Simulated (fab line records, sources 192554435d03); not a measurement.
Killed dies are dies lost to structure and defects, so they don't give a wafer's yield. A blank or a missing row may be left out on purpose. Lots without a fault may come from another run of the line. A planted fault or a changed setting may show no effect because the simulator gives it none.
A struck lot beside a sound one | flow n5_finfet | 23 steps out of a route of 1938
Sound: wafers L669.1, L669.2, L669.5. Struck: wafer L653.2. (L653.1, L653.5 of the same lot were not struck and are left out.) The cause comes at the end.
At each step with rows: each side's tool, then ch and its chambers, then its first start. Under that, the readings that differ: sound wafers | struck wafers | difference of the means | sigmas: that difference in standard deviations of wafers without a fault.
alike: readings whose means differ by less than 2 such deviations, and words and numbers that are the same on both sides. not compared: withheld readings, readings that some wafer has no value for, bounds like >300 that may hide the same value, and numbers for which the record gives no deviation and whose values overlap.
The two part at a step that has a row with sigmas, a row that says differs or no value, or rows on one side only. Numbers that don't overlap but have no deviation are shown without sigmas and don't part them. A reading that every wafer of one side lacks parts them only if that side has two wafers or more.

first, 9 steps without rows for these wafers: N5_BEOL_M11_EBR_07; N5_BEOL_M11_SOFTBAKE_06 (time 60 s); N5_BEOL_M11_EXPOSE_08 (exposes mask M11); N5_BEOL_M11_PEB_09 (peb time 60 s); N5_BEOL_M11_DEVELOP_10 (develop time 30 s); N5_BEOL_M11_DESCUM_16 (chemistry O2, time 7.9 s); N5_BEOL_M11_ETCH_61 (etches SiARC in CF4, target depth 39 nm, time 65 s); N5_BEOL_M11_ETCH_62 (etches SOC in N2/H2, target depth 110 nm, overetch 22 nm, time 165 s); N5_BEOL_M11_STRIP_68 (strips in N2/H2).
N5_BEOL_M11_STRIP_67: strips in CF4.
  sound on rie_diel-04 ch 0,1,2, day 15 22:44; struck on rie_diel-01 ch 1, day 11 15:56
  reading      | sound             | struck | difference | sigmas
  rf_vpp_V (V) | 271.1 272.8 268.9 | 267.5  | -3.4       | -2
  alike: drypump_motor_current_A, oes_product_au, showerhead_plenum_p_Torr, throttle_valve_pct
  not compared: rf_hours_counter_h
then, 10 steps without rows for these wafers: N5_BEOL_M11_HM_OPEN_17 (chemistry Cl2/BCl3, target TiN, target depth 20 nm, overetch 6 nm); N5_BEOL_M11_STRIP_19 (strips in O2); N5_BEOL_M11_COAT_63 (time 60 s, resist thk 100 nm); N5_BEOL_M11_COAT_64 (time 60 s, resist thk 30 nm); N5_BEOL_M11_COAT_22 (resist thk 90 nm); N5_BEOL_M11_EBR_24; N5_BEOL_M11_SOFTBAKE_23 (time 60 s); N5_BEOL_M11_EXPOSE_25 (exposes mask V10); N5_BEOL_M11_PEB_26 (peb time 60 s); N5_BEOL_M11_DEVELOP_27 (develop time 30 s).
N5_BEOL_M11_INSPECT_30: inspects for defects (brightfield).
  sound on defect_inspect-02, day 15 23:47; struck on defect_inspect-02, day 11 17:52
  reading          | sound       | struck | difference | sigmas
  raw_defect_count | 542 448 445 | 977    | +499       | +5
then, 1 step without rows for these wafers: N5_BEOL_M11_DESCUM_33 (chemistry O2, time 7.9 s).
N5_PASSIVATION_PROBE_49:
  the record has rows for the struck wafers here (prober-01, day 13 09:26) and none for the sound ones

WHERE THEY PART
First at N5_BEOL_M11_STRIP_67; last, within this record, at N5_PASSIVATION_PROBE_49.

WHY: what the simulator had put in
Chamber particle source: rie_diel-01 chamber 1, from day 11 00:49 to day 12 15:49, at N5_BEOL_M11_STRIP_67. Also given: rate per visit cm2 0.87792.
